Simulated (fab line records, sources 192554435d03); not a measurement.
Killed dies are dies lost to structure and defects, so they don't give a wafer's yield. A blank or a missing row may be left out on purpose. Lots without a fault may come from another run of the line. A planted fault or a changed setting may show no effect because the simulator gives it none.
A struck lot beside a sound one | flow n5_finfet | 20 steps out of a route of 1938
Sound: wafers L187.1, L187.4, L187.5. Struck: wafers L192.1, L192.2, L192.3. The cause comes at the end.
At each step with rows: each side's tool, then ch and its chambers, then its first start. Under that, the readings that differ: sound wafers | struck wafers | difference of the means | sigmas: that difference in standard deviations of wafers without a fault.
alike: readings whose means differ by less than 2 such deviations, and words and numbers that are the same on both sides. not compared: withheld readings, readings that some wafer has no value for, bounds like >300 that may hide the same value, and numbers for which the record gives no deviation and whose values overlap.
The two part at a step that has a row with sigmas, a row that says differs or no value, or rows on one side only. Numbers that don't overlap but have no deviation are shown without sigmas and don't part them. A reading that every wafer of one side lacks parts them only if that side has two wafers or more.

first, 11 steps without rows for these wafers: N5_BEOL_M8_ETCH_62 (etches SOC in N2/H2, target depth 110 nm, overetch 22 nm, time 165 s); N5_BEOL_M8_STRIP_68 (strips in N2/H2); N5_BEOL_M8_STRIP_67 (strips in CF4); N5_BEOL_M8_HM_OPEN_17 (chemistry Cl2/BCl3, target TiN, target depth 20 nm, overetch 6 nm); N5_BEOL_M8_STRIP_19 (strips in O2); N5_BEOL_M8_COAT_63 (time 60 s, resist thk 60 nm); N5_BEOL_M8_COAT_64 (time 60 s, resist thk 12 nm); N5_BEOL_M8_COAT_71 (time 60 s, resist thk 5 nm); N5_BEOL_M8_COAT_22 (resist thk 30 nm); N5_BEOL_M8_EBR_24; N5_BEOL_M8_SOFTBAKE_23 (time 60 s).
N5_BEOL_M8_EXPOSE_25: exposes mask V7, target cd 40 nm.
  sound on euv_scanner-01 ch 0, day 10 10:31; struck on euv_scanner-01 ch 0, day 11 15:06
  reading              | sound             | struck            | difference | sigmas
  exposure_dose_mJ_cm2 | 42.45 42.50 42.45 | 42.87 42.95 42.91 | +0.44      | +11
  alike: mask, stage_msd_nm
then, 2 steps without rows for these wafers: N5_BEOL_M8_PEB_26 (peb time 60 s); N5_BEOL_M8_DEVELOP_27 (develop time 30 s).
N5_BEOL_M8_DESCUM_33: chemistry O2, time 7 s.
  sound on rie_diel-05 ch 1,2,3, day 10 10:46; struck on rie_diel-03 ch 0,1,2, day 11 15:43
  alike: drypump_motor_current_A, oes_product_au, rf_vpp_V, showerhead_plenum_p_Torr, throttle_valve_pct
  not compared: rf_hours_counter_h, model.BEOL_M8.cd_nm
then, 2 steps without rows for these wafers: N5_BEOL_M8_ETCH_72 (etches underlayer in N2/H2, target depth 6.5 nm, time 5.2 s); N5_BEOL_M8_ETCH_65 (etches SiARC in CF4, target depth 15.6 nm, time 26 s).
N5_BEOL_M8_ETCH_66: etches SOC in N2/H2, target depth 80 nm, overetch 16 nm, time 120 s.
  sound on rie_diel-05 ch 1,2,3, day 10 10:51; struck on rie_diel-03 ch 0,1,2, day 11 15:47
  alike: drypump_motor_current_A, oes_product_au, rf_vpp_V, showerhead_plenum_p_Torr, throttle_valve_pct
  not compared: rf_hours_counter_h, model.BEOL_M8.cd_nm
then, 1 step without rows for these wafers: N5_BEOL_M8_STRIP_69 (strips in N2/H2).
-- the record jumps here: 3 days lie between the struck wafers' starts before and after (it left off in module BEOL_M8 and takes up again in module PASSIVATION, whose first step shown is number 1936 of the route) --
N5_PASSIVATION_PROBE_49:
  sound on prober-02, day 13 02:31; struck on prober-02, day 14 12:49
  alike: defect_limited_yield, killed_at_M0_to_M3, killed_at_M4_up, killed_at_contacts, killed_at_front_end, killed_at_other, killed_dies, killed_on_rim, killed_open, killed_short, sort_bin_4_leakage, sort_bin_5_function, sort_bin_6_memory, sort_n_pass, sort_yield_pct

WHERE THEY PART
Only at N5_BEOL_M8_EXPOSE_25, within this record. Later steps at which nothing parts them and some readings are alike: N5_BEOL_M8_DESCUM_33, N5_BEOL_M8_ETCH_66, N5_PASSIVATION_PROBE_49.

WHY: what the simulator had put in
Process parameter drift: euv_scanner-01, from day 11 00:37 on, at N5_BEOL_M8_EXPOSE_25. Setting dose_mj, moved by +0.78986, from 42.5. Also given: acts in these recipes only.
